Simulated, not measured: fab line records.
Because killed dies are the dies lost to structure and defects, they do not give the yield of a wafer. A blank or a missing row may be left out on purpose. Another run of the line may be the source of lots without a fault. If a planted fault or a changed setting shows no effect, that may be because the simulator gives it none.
Matching of chambers / flow n5_finfet / N5_SD_EPI_N_ETCH_16 on rie_diel-05 has 4 sister chambers
The step etches SiO2 in CHF3/O2, target depth 5 nm. 7 wafers are shown with their chamber, then 7 later ones without.

## WAFERS, EACH WITH ITS CHAMBER
wafer=L078.1; chamber=2; drypump_motor_current_A (A)=6.4; rf_vpp_V (V)=487
wafer=L081.5; chamber=0; drypump_motor_current_A (A)=6.1; rf_vpp_V (V)=534
wafer=L083.1; chamber=3; drypump_motor_current_A (A)=5.6; rf_vpp_V (V)=480
wafer=L083.2; chamber=1; drypump_motor_current_A (A)=5.2; rf_vpp_V (V)=539
wafer=L083.5; chamber=1; drypump_motor_current_A (A)=5.2; rf_vpp_V (V)=540
wafer=L087.1; chamber=3; drypump_motor_current_A (A)=5.6; rf_vpp_V (V)=479
wafer=L087.2; chamber=2; drypump_motor_current_A (A)=6.3; rf_vpp_V (V)=485

## WAFERS WITHOUT THEIR CHAMBER
wafer=L087.3; drypump_motor_current_A (A)=6.1; rf_vpp_V (V)=537
wafer=L092.1; drypump_motor_current_A (A)=6.1; rf_vpp_V (V)=536
wafer=L092.2; drypump_motor_current_A (A)=5.6; rf_vpp_V (V)=489
wafer=L092.3; drypump_motor_current_A (A)=5.2; rf_vpp_V (V)=538
wafer=L097.1; drypump_motor_current_A (A)=6.3; rf_vpp_V (V)=486
wafer=L097.3; drypump_motor_current_A (A)=5.6; rf_vpp_V (V)=488
wafer=L097.6; drypump_motor_current_A (A)=5.6; rf_vpp_V (V)=488

## CHAMBER TAKEN BY EACH
wafer=L087.3; from the rows above=0; in truth=0
wafer=L092.1; from the rows above=0; in truth=0
wafer=L092.2; from the rows above=3; in truth=3
wafer=L092.3; from the rows above=1; in truth=1
wafer=L097.1; from the rows above=2; in truth=2
wafer=L097.3; from the rows above=3; in truth=3
wafer=L097.6; from the rows above=3; in truth=3
Placed correctly: 7 of 7. Can't be placed from these rows: 0. Number placed wrongly: 0.
How it was worked out, from the rows above alone: a wafer's distance from a chamber is the root of the sum, over the readings, of the square of ((its reading less the chamber's mean) divided by the reading's scatter). If the next closest chamber is less than 2 further off than the closest, the wafer can't be placed; otherwise it belongs to the closest. Each chamber's mean is taken over the wafers shown for it. The scatter: the root of (the sum of the squares of (reading less its chamber's mean) over the shown wafers, divided by (wafers less chambers)).
